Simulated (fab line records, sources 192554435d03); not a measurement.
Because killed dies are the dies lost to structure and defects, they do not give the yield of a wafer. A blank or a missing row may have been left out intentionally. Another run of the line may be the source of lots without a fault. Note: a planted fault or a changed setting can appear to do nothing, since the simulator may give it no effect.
Split-lot experiment | flow n5-finfet | route with 1938 steps; 7 lots, 21 wafers read

== SPLIT DETAILS ==
At N5_BEOL_M3_TRENCH_ETCH_37 (etches SiOC in C4F6/O2, target depth 55.555 nm, time 29.2 s), the setting source-w was moved away from the recipe's 355 W on 5 of the 21 wafers read, by -15.1% to +14.8%. For the rest of the wafers, this setting stayed at what the recipe calls for.

The split's own step is where the reading is taken.

== THE READING ==
rf-vpp-V, in V, at N5_BEOL_M3_TRENCH_ETCH_37 (etches SiOC in C4F6/O2, target depth 55.555 nm, time 29.2 s). Typical for fault-free wafers on this fab line: 663 V, with standard deviation 6.4 V.

wafer  | tool, chamber at the split | source-w as run, W | against the recipe | rf-vpp-V, V | against lot-mates on the recipe
L074.2 | rie-diel-04, 1             | 355                | recipe             | 676         | -
L074.3 | rie-diel-04, 0             | 355                | recipe             | 667         | -
L074.4 | rie-diel-04, 3             | 355                | recipe             | 661         | -
L076.3 | rie-diel-02, 3             | 355                | recipe             | 672         | -
L076.4 | rie-diel-02, 1             | 355                | recipe             | 656         | -
L076.6 | rie-diel-02, 0             | 335.2              | -5.6%              | 680         | +16
L080.3 | rie-diel-02, 2             | 355                | recipe             | 661         | -
L080.4 | rie-diel-02, 0             | 393.3              | +10.8%             | 628         | -30
L080.5 | rie-diel-02, 1             | 355                | recipe             | 655         | -
L085.3 | rie-diel-04, 1             | 355                | recipe             | 676         | -
L085.4 | rie-diel-04, 2             | 355                | recipe             | 661         | -
L085.5 | rie-diel-04, 1             | 355                | recipe             | 675         | -
L088.4 | rie-diel-02, 0             | 301.5              | -15.1%             | 718         | +63
L088.5 | rie-diel-02, 2             | 301.5              | -15.1%             | 718         | +63
L088.6 | rie-diel-02, 1             | 355                | recipe             | 655         | -
L093.2 | rie-diel-02, 2             | 355                | recipe             | 660         | -
L093.3 | rie-diel-02, 3             | 355                | recipe             | 669         | -
L093.5 | rie-diel-02, 3             | 407.4              | +14.8%             | 626         | -38
L091.1 | rie-diel-04, 0             | 355                | recipe             | 666         | -
L091.2 | rie-diel-04, 2             | 355                | recipe             | 659         | -
L091.6 | rie-diel-04, 1             | 355                | recipe             | 675         | -

FIT RESULTS
A straight line over all 21 wafers: rf-vpp-V changes by -3.23 V for each +1% of source-w; r = -0.95; the points scatter about the line by 7.3 V.
The same after taking each lot's own level away (the mean of its wafers on the recipe; 21 wafers): -3.49 V for each +1%; r = -0.96; scatter 7.1 V.
On that fit, the largest move of source-w shifts the reading by 53 V.
From 655.0 to 670.7 V: that is the span of the lots' own levels, equal to 2.4 times the standard deviation above.
Consequently the slope shifts little with the lot-to-lot level, the two slopes agreeing.
Check: for one of the wafers moved furthest among these (-15.1%), held out of the fit, the line's prediction against its lot-mates is +50.6 V. Against them it came out at +63 V.
Tool readings at the split's step, against how far the setting was moved: rf-vpp-V r = -0.95.

== THE OTHER SPLITS THESE WAFERS WENT THROUGH ==
Before the reading, these wafers also passed through other splits. Each is held against what the fit with the lots' levels taken away leaves over:
other split on the same wafers                  | wafers away from the commonest value | r with rf-vpp-V (lot level and that fit taken away)
N5_HKMG_FIN_ETCH_86 target-depth-a              | 7                                    | -0.26
N5_MOL_CONTACT_COAG_CONTACT_ETCH_14 source-w    | 7                                    | -0.27
N5_MOL_CONTACT_COAG_ETCH_67 source-w            | 4                                    | -0.17
N5_MOL_CONTACT_COAG_ETCHBACK_136 target-depth-a | 6                                    | -0.02
N5_BEOL_M0_SAQP_SPACER1_ALD_98 temp-c           | 6                                    | +0.20
N5_BEOL_M0_ETCH_138 source-w                    | 6                                    | +0.12
N5_BEOL_M1_ETCH_64 bias-w                       | 8                                    | +0.42
N5_BEOL_M2_COAT_68 spin-rpm                     | 4                                    | +0.26
N5_BEOL_M3_DESCUM_33 time-s                     | 4                                    | -0.10
N5_BEOL_M3_VIA_ETCH_34 bias-w                   | 6                                    | +0.27

== FILE'S OWN FIT ==
rf-vpp-V changes by -3.28 V for each +1% of source-w, r = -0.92.
